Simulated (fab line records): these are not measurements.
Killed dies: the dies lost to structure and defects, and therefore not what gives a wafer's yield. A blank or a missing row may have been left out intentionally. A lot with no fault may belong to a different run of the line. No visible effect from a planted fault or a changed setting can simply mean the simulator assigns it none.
fab line records	flow nand-harc
record: lots: 14	wafers: 40	last-day: 24
route steps=1159 shown A_ZERO_WELL@401 A_SOURCE_PLATE@420 A_ONON_D1@444 END@1159
lots with no fault: from the same line, run without faults
start-h: start of the lot's first displayed wafer, in hours after the record's first day	wait-h: time in hours since the lot's previous step	" identical to the entry in the row above	L1.1+2: a row that stands for several wafers	- no value, or no start given	* or withheld: withheld	< > ~ a bound
route shown NAME@n: a module of which the file shows steps, and the number in the route of the first	usual: mean/standard deviation taken from wafers without a fault	same: alike in all rows	chamber/n: place in a boat	sites: each site's reading	_std_site: their standard deviation	_edge_site: outer sites' mean less inner sites'	radius-mm: for every site, how far away it sits from the centre of the wafer	mask NAME#n: copy n	behind: the last tool/chamber to shape the wafer	hold: what put the lot on hold/how long, in hours/how the hold closed	device: which transistor (n, p or np) failed to switch	end of line: the route-end tests of the same wafers	where a step has no rows: the recipe by itself	killed: dies that structure and defects cost at the first sort, which is not the same as the wafer's yield	map: a wafer's dies, marking killed ones x, the rest . and places with no die _
set.NAME: the setting as run; set.NAME@STEP: as run at that earlier step	model.NAME: the simulator's own value behind a step, which no gauge read
route steps across a sampled set of lots; one table per step, one row per wafer
services: when a tool's chamber went out of use (start-h, in hours from the record's first day, below 0 if earlier), for how many hours, and the reason
== steps ==
step: NHARC_A_ZERO_WELL_CD_MEAS_10
recipe: target-cd-nm: 2000	landing-energy-ev: 500
usual: cd-nm: 2000.5/2.5
lot.wafer	tool	chamber	start-h	wait-h	cd-nm
L112.1	cd-sem-02	0	144.86	-	1998.7
L112.3	"	0	"	"	1997.6
L112.6	"	0	"	"	2002.6
L111.2	cd-sem-01	0	147.02	-	1999.2
L111.3	"	0	"	"	1998.4
L111.5	"	0	"	"	1999.0
L113.2	cd-sem-01	0	154.52	-	2000.5
L113.3	"	0	"	"	2000.5
L113.4	"	0	"	"	2004.5
L115.1	cd-sem-03	0	158.38	-	1999.7
L115.4	"	0	"	"	1997.3
L115.5	"	0	"	"	1996.1
L120.1	cd-sem-03	0	190.54	-	1997.7
L120.3	"	0	"	"	1996.5
L120.5	"	0	"	"	1999.2
L124.1	cd-sem-01	0	211.76	-	1996.7
L124.3	"	0	"	"	1998.2
L124.5	"	0	"	"	1999.5
L123.5	cd-sem-01	0	212.82	-	1999.0
L123.6	"	0	"	"	1999.4
L122.3	cd-sem-02	0	213.51	-	1999.6
L122.5	"	0	"	"	2000.9
L127.1	cd-sem-01	0	231.04	-	2000.5
L127.3	"	0	"	"	2003.6
L127.5	"	0	"	"	2004.0
L129.1	cd-sem-01	0	251.50	-	2004.9
L129.2	"	0	"	"	2003.3
L129.6	"	0	"	"	2004.7
L131.1	cd-sem-02	0	252.24	-	2003.4
L131.3	"	0	"	"	2000.7
L131.6	"	0	"	"	2000.9
L132.4	cd-sem-02	0	260.82	-	1997.0
L132.5	"	0	"	"	2001.2
L132.6	"	0	"	"	1997.8
L133.1	cd-sem-02	0	261.10	-	2000.9
L133.2	"	0	"	"	1999.5
L133.5	"	0	"	"	2001.9
L134.1	cd-sem-01	0	267.51	-	2004.3
L134.2	"	0	"	"	2001.3
L134.5	"	0	"	"	2004.4
step: NHARC_A_SOURCE_PLATE_THK_MEAS_06
recipe: thk-meas-gauge: ellipsometry
usual: thk-nm: 200.2/2.3
lot.wafer	tool	chamber	start-h	wait-h	thk-nm
L112.1	film-metro-01	-	167.91	0.4	197.7
L112.3	"	-	"	"	196.9
L112.6	"	-	"	"	200.7
L111.2	film-metro-02	-	167.92	0.4	194.1
L111.3	"	-	"	"	195.3
L111.5	"	-	"	"	196.9
L113.2	film-metro-02	-	177.20	0.4	200.8
L113.3	"	-	"	"	201.7
L113.4	"	-	"	"	200.3
L115.1	film-metro-01	-	177.20	0.4	199.3
L115.4	"	-	"	"	199.7
L115.5	"	-	"	"	199.0
L120.1	film-metro-01	-	215.04	0.4	200.6
L120.3	"	-	"	"	201.7
L120.5	"	-	"	"	202.4
L124.1	film-metro-02	-	231.44	0.4	200.4
L124.3	"	-	"	"	198.7
L124.5	"	-	"	"	196.9
L123.5	film-metro-01	-	231.44	0.4	202.7
L123.6	"	-	"	"	202.2
L122.3	film-metro-01	-	235.53	0.4	198.6
L122.5	"	-	"	"	198.9
L127.1	film-metro-01	-	253.44	0.4	201.1
L127.3	"	-	"	"	201.3
L127.5	"	-	"	"	200.1
L131.1	film-metro-02	-	271.82	0.4	205.0
L131.3	"	-	"	"	202.1
L131.6	"	-	"	"	203.6
L129.1	film-metro-01	-	271.83	0.4	201.8
L129.2	"	-	"	"	203.3
L129.6	"	-	"	"	203.6
L133.1	film-metro-02	-	282.90	0.4	203.2
L133.2	"	-	"	"	201.2
L133.5	"	-	"	"	199.1
L132.4	film-metro-01	-	282.90	0.4	202.2
L132.5	"	-	"	"	203.1
L132.6	"	-	"	"	205.8
L134.1	film-metro-01	-	291.97	0.4	197.6
L134.2	"	-	"	"	198.6
L134.5	"	-	"	"	199.3
step: NHARC_A_ONON_D1_DEP_28
recipe: target-thk-a: 10000	n2-flow-sccm: 2750	n2o-flow-sccm: 2000	nh3-flow-sccm: 500	sih4-flow-sccm: 210	temp-c: 400
usual: n2-flow-sccm: 2749/7.9	nh3-flow-sccm: 500.1/1.6
lot.wafer	tool	chamber	start-h	wait-h	n2-flow-sccm	nh3-flow-sccm
L111.2	pecvd-onon-02	0	182.46	0.1	2750	501.4
L111.3	"	0	"	"	2750	500.4
L111.5	"	0	"	"	2754	499.8
L112.1	pecvd-onon-03	0	182.68	0.3	2756	499.6
L112.3	"	0	"	"	2750	499.9
L112.6	"	0	"	"	2757	499.0
L115.1	pecvd-onon-02	0	189.00	0.1	2747	502.8
L115.4	"	0	"	"	2758	499.8
L115.5	"	0	"	"	2751	503.5
L113.2	pecvd-onon-04	0	189.06	0.1	2759	499.5
L113.3	"	0	"	"	2753	499.8
L113.4	"	0	"	"	2761	499.8
L120.1	pecvd-onon-03	0	226.85	0.1	2739	500.2
L120.3	"	0	"	"	2732	497.1
L120.5	"	0	"	"	2740	499.1
L124.1	pecvd-onon-02	0	244.75	0.1	2750	501.8
L124.3	"	0	"	"	2737	498.6
L124.5	"	0	"	"	2742	501.3
L123.5	pecvd-onon-03	0	245.20	0.3	2752	503.7
L123.6	"	0	"	"	2741	499.1
L122.3	pecvd-onon-03	0	248.14	0.2	2757	499.2
L122.5	"	0	"	"	2767	502.2
L127.1	pecvd-onon-02	0	265.51	0.1	2746	501.1
L127.3	"	0	"	"	2751	499.5
L127.5	"	0	"	"	2743	499.6
L131.1	pecvd-onon-02	0	283.74	0.2	2757	500.4
L131.3	"	0	"	"	2751	500.4
L131.6	"	0	"	"	2734	500.4
L129.1	pecvd-onon-04	0	283.95	0.1	2751	500.1
L129.2	"	0	"	"	2743	499.0
L129.6	"	0	"	"	2743	498.4
L133.1	pecvd-onon-02	0	294.77	0.1	2751	500.8
L133.2	"	0	"	"	2757	500.0
L133.5	"	0	"	"	2744	498.6
L132.4	pecvd-onon-04	0	294.85	0.2	2748	500.4
L132.5	"	0	"	"	2732	501.4
L132.6	"	0	"	"	2740	499.3
L134.1	pecvd-onon-03	0	303.84	0.1	2766	499.8
L134.2	"	0	"	"	2753	500.2
L134.5	"	0	"	"	2743	498.1
step: NHARC_A_ONON_D1_THK_MEAS_30
recipe: thk-meas-gauge: ellipsometry
usual: thk-nm: 1004/11
lot.wafer	tool	chamber	start-h	wait-h	thk-nm
L111.2	film-metro-02	-	182.91	-	995
L111.3	"	-	"	"	993
L111.5	"	-	"	"	993
L112.1	film-metro-02	-	183.19	-	1003
L112.3	"	-	"	"	1004
L112.6	"	-	"	"	1003
L115.1	film-metro-01	-	189.51	-	1011
L115.4	"	-	"	"	1010
L115.5	"	-	"	"	1012
L113.2	film-metro-01	-	189.52	-	1015
L113.3	"	-	"	"	1016
L113.4	"	-	"	"	1017
L120.1	film-metro-01	-	227.36	-	1019
L120.3	"	-	"	"	1015
L120.5	"	-	"	"	1346
L124.1	film-metro-01	-	245.26	-	1020
L124.3	"	-	"	"	1019
L124.5	"	-	"	"	1019
L123.5	film-metro-01	-	245.48	-	1342
L123.6	"	-	"	"	1344
L122.3	film-metro-01	-	248.53	-	995
L122.5	"	-	"	"	1323
L127.1	film-metro-02	-	266.02	-	1004
L127.3	"	-	"	"	1004
L127.5	"	-	"	"	1006
L131.1	film-metro-01	-	284.25	-	1000
L131.3	"	-	"	"	1002
L131.6	"	-	"	"	999
L129.1	film-metro-01	-	284.46	-	990
L129.2	"	-	"	"	991
L129.6	"	-	"	"	991
L132.4	film-metro-02	-	295.18	-	990
L132.5	"	-	"	"	992
L132.6	"	-	"	"	990
L133.1	film-metro-01	-	295.28	-	1010
L133.2	"	-	"	"	1009
L133.5	"	-	"	"	1010
L134.1	film-metro-02	-	304.35	-	997
L134.2	"	-	"	"	997
L134.5	"	-	"	"	995
step: NHARC_A_ONON_D1_INSPECT_32
usual: raw-defect-count: 70/25
lot.wafer	tool	chamber	start-h	wait-h	raw-defect-count
L111.2	defect-inspect-02	-	183.45	0.0	56
L111.3	"	-	"	"	57
L111.5	"	-	"	"	61
L112.1	defect-inspect-02	-	183.75	0.0	71
L112.3	"	-	"	"	61
L112.6	"	-	"	"	62
L115.1	defect-inspect-02	-	190.04	0.0	45
L115.4	"	-	"	"	66
L115.5	"	-	"	"	93
L113.2	defect-inspect-01	-	190.05	0.0	63
L113.3	"	-	"	"	47
L113.4	"	-	"	"	72
L120.1	defect-inspect-02	-	227.89	0.0	83
L120.3	"	-	"	"	114
L120.5	"	-	"	"	79
L124.1	defect-inspect-01	-	245.80	0.0	82
L124.3	"	-	"	"	39
L124.5	"	-	"	"	80
L123.5	defect-inspect-01	-	246.03	0.0	90
L123.6	"	-	"	"	91
L122.3	defect-inspect-01	-	249.24	0.0	87
L122.5	"	-	"	"	75
L127.1	defect-inspect-02	-	266.57	0.0	73
L127.3	"	-	"	"	52
L127.5	"	-	"	"	79
L131.1	defect-inspect-02	-	284.78	0.0	85
L131.3	"	-	"	"	67
L131.6	"	-	"	"	119
L129.1	defect-inspect-01	-	285.01	0.0	41
L129.2	"	-	"	"	66
L129.6	"	-	"	"	74
L132.4	defect-inspect-02	-	295.74	0.0	72
L132.5	"	-	"	"	64
L132.6	"	-	"	"	67
L133.1	defect-inspect-01	-	296.29	0.0	61
L133.2	"	-	"	"	92
L133.5	"	-	"	"	56
L134.1	defect-inspect-01	-	304.88	0.0	166
L134.2	"	-	"	"	99
L134.5	"	-	"	"	79
step: NHARC_END_SORT_01
recipe: temp-c: 25
usual: killed-at-array: 29/10	killed-at-other: 0.7/1	killed-at-periphery: 3.7/2.6	killed-dies: 33/10	killed-open: 3.4/1.8	killed-short: 1.8/1.3
same: gross-dies: 677
lot.wafer	tool	chamber	start-h	wait-h	killed-at-array	killed-at-other	killed-at-periphery	killed-dies	killed-open	killed-short
L115.1	prober-02	0	448.74	2.5	30	0	3	33	2	1
L115.4	prober-02	0	451.10	3.4	18	0	3	21	4	2
L115.5	prober-02	0	451.88	3.6	18	0	2	20	3	2
L113.2	prober-02	0	465.89	3.7	20	0	2	22	7	1
L113.3	prober-02	0	466.69	4.0	26	0	0	26	4	0
L113.4	prober-02	0	467.49	4.3	31	0	2	33	3	2
L120.1	prober-02	0	500.21	2.5	20	0	4	24	1	0
L120.3	prober-02	0	501.79	3.1	12	1	4	17	3	1
L120.5	prober-02	0	503.38	3.7	17	0	1	18	3	0
L124.1	prober-01	0	506.65	2.5	31	0	11	42	5	3
L124.3	prober-01	0	508.23	3.1	16	1	4	21	4	1
L124.5	prober-01	0	509.81	3.7	31	1	7	39	3	4
L134.1	prober-01	0	574.07	2.5	46	0	1	47	2	1
L134.2	prober-01	0	574.86	2.8	49	0	3	52	6	3
L134.5	prober-01	0	577.25	3.7	39	0	6	45	5	3
killed by level:class
L115.1 A_SLIT:chamber-film-flake=14 A_STAIRCASE:chamber-film-flake=7 A_CHANNEL_HOLE_D1:chamber-film-flake=3 A_CONTACT:chamber-film-flake=3 P_STI:chamber-film-flake=2 P_CONTACT:geometric-particle:short=1 A_CONTACT:geometric-particle:open=1 A_M0:geometric-particle:open=1
L115.4 A_SLIT:chamber-film-flake=6 A_STAIRCASE:chamber-film-flake=5 P_M0:geometric-particle:open=2 A_SOURCE_PLATE:geometric-particle:open=1 A_SGD_CUT:geometric-particle:short=1 A_BLC:geometric-particle:short=1 A_M0:geometric-particle:open=1 P_GATE:chamber-film-flake=1
L115.5 A_SLIT:chamber-film-flake=10 A_BLC:chamber-film-flake=3 P_STI:chamber-film-flake=2 A_ONON_D1:geometric-particle:open=1 A_ONON_D1:geometric-particle:short=1 A_CHANNEL_FILL_D1:geometric-particle:open=1 A_CHANNEL_FILL_D1:geometric-particle:short=1 A_CONTACT:geometric-particle:open=1
L113.2 A_CHANNEL_HOLE_D1:chamber-film-flake=9 A_ONON_D1:geometric-particle:open=2 A_WL_FILL:chamber-film-flake=2 P_M0:geometric-particle:open=1 P_M1:geometric-particle:open=1 A_WL_FILL:geometric-particle:short=1 A_WL_FILL:geometric-particle:open=1 A_CONTACT:geometric-particle:open=1
L113.3 A_CHANNEL_HOLE_D1:chamber-film-flake=13 A_CHANNEL_FILL_D1:chamber-film-flake=4 A_SGD_CUT:geometric-particle:open=2 A_STAIRCASE:chamber-film-flake=2 A_M0:chamber-film-flake=2 A_CONTACT:geometric-particle:open=1 A_M0:geometric-particle:open=1 A_SLIT:chamber-film-flake=1
L113.4 A_CHANNEL_HOLE_D1:chamber-film-flake=16 A_M0:chamber-film-flake=4 A_CHANNEL_FILL_D1:chamber-film-flake=2 A_WL_FILL:chamber-film-flake=2 P_CONTACT:geometric-particle:open=1 A_WL_FILL:geometric-particle:short=1 A_CONTACT:geometric-particle:short=1 A_CONTACT:geometric-particle:open=1
L120.1 A_STAIRCASE:chamber-film-flake=9 A_CHANNEL_HOLE_D1:chamber-film-flake=6 P_GATE:chamber-film-flake=4 A_WL_FILL:chamber-film-flake=2 A_CONTACT:geometric-particle:open=1 A_ZERO_WELL:chamber-film-flake=1 A_CONTACT:chamber-film-flake=1
L120.3 P_GATE:chamber-film-flake=3 A_CHANNEL_HOLE_D1:chamber-film-flake=3 A_STAIRCASE:chamber-film-flake=2 P_CONTACT:geometric-particle:open=1 A_CHANNEL_FILL_D1:geometric-particle:short=1 A_CHANNEL_FILL_D1:geometric-particle:open=1 A_CONTACT:geometric-particle:open=1 A_ZERO_WELL:chamber-film-flake=1
L120.5 A_STAIRCASE:chamber-film-flake=5 A_CHANNEL_HOLE_D1:chamber-film-flake=3 A_CONTACT:chamber-film-flake=3 A_WL_FILL:chamber-film-flake=2 A_CONTACT:geometric-particle:open=1 A_M0:geometric-particle:open=1 A_M1:geometric-particle:open=1 P_GATE:chamber-film-flake=1
L124.1 A_STAIRCASE:chamber-film-flake=9 A_CONTACT:chamber-film-flake=7 A_CHANNEL_HOLE_D1:chamber-film-flake=6 P_M2:chamber-film-flake=5 P_GATE:chamber-film-flake=4 A_CONTACT:geometric-particle:open=2 A_WL_FILL:chamber-film-flake=2 P_CONTACT:geometric-particle:open=1
L124.3 A_STAIRCASE:chamber-film-flake=5 A_CHANNEL_HOLE_D1:chamber-film-flake=4 A_CONTACT:chamber-film-flake=3 A_M0:geometric-particle:open=2 P_ZERO_WELL:chamber-film-flake=2 P_GATE:geometric-particle:open=1 A_SOURCE_PLATE:geometric-particle:short=1 A_CONTACT:geometric-particle:open=1
L124.5 A_CHANNEL_HOLE_D1:chamber-film-flake=12 A_BLC:chamber-film-flake=5 A_STAIRCASE:chamber-film-flake=4 P_M2:chamber-film-flake=3 A_CONTACT:chamber-film-flake=3 A_WL_FILL:geometric-particle:short=2 P_STI:chamber-film-flake=2 P_M0:geometric-particle:open=1
L134.1 A_SLIT:chamber-film-flake=25 A_CHANNEL_HOLE_D1:chamber-film-flake=8 A_CONTACT:chamber-film-flake=8 A_CONTACT:geometric-particle:open=2 A_WL_FILL:chamber-film-flake=2 A_CHANNEL_HOLE_D1:geometric-particle:short=1 P_GATE:chamber-film-flake=1
L134.2 A_SLIT:chamber-film-flake=20 A_CHANNEL_HOLE_D1:chamber-film-flake=12 A_CONTACT:chamber-film-flake=9 P_CONTACT:geometric-particle:open=3 A_WL_FILL:chamber-film-flake=2 A_ONON_D1:geometric-particle:short=1 A_CHANNEL_HOLE_D1:geometric-particle:short=1 A_CHANNEL_FILL_D1:geometric-particle:open=1
L134.5 A_SLIT:chamber-film-flake=22 A_CHANNEL_HOLE_D1:chamber-film-flake=6 A_CONTACT:chamber-film-flake=5 P_STI:chamber-film-flake=4 P_CONTACT:geometric-particle:open=2 A_CHANNEL_FILL_D1:geometric-particle:open=1 A_CHANNEL_FILL_D1:geometric-particle:short=1 A_SGD_CUT:geometric-particle:open=1
== services ==
tool	chamber	start-h	hours	kind
pecvd-onon-04	-	237.21	13.0	pm
pecvd-onon-02	-	302.34	13.0	pm
== key ==
first-sign: step: NHARC_A_ONON_D1_THK_MEAS_30	reading: thk-nm	direction: up	sigmas: 32	usual: 1004	struck: 1339
effect none on later readings
met-at NHARC_A_ONON_D1_DEP_28
struck-lots L120,L122,L123
struck-wafers L120.5,L122.5,L123.5,L123.6
sort-left-out L122.5,L123.5,L123.6
tester-left-out L120,L122,L123
not-acting-at NHARC_A_ZERO_WELL_CD_MEAS_10,NHARC_A_SOURCE_PLATE_THK_MEAS_06,NHARC_A_ONON_D1_INSPECT_32
onset-between 182.68 226.85
fault: kind: process-parameter-drift	tool: pecvd-onon-03	chamber: -	onset-h: 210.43	steps: NHARC_A_ONON_D1_DEP_28	channel: target-thk-a	offset: *	shape: step	end-h: 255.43	scope: struck-wafers-only	acts-in: *	stated: *
tester-left-out: of these lots the tester's yield and bins aren't shown, on N5 and GAA mostly nor the transistor test; their killed dies are dies lost to structure and defects alone, not to doping, threshold or leakage, so they don't give the yield
sort-left-out: the simulated sort isn't trusted on such a fault, so these wafers' sort isn't shown, and their yield isn't known
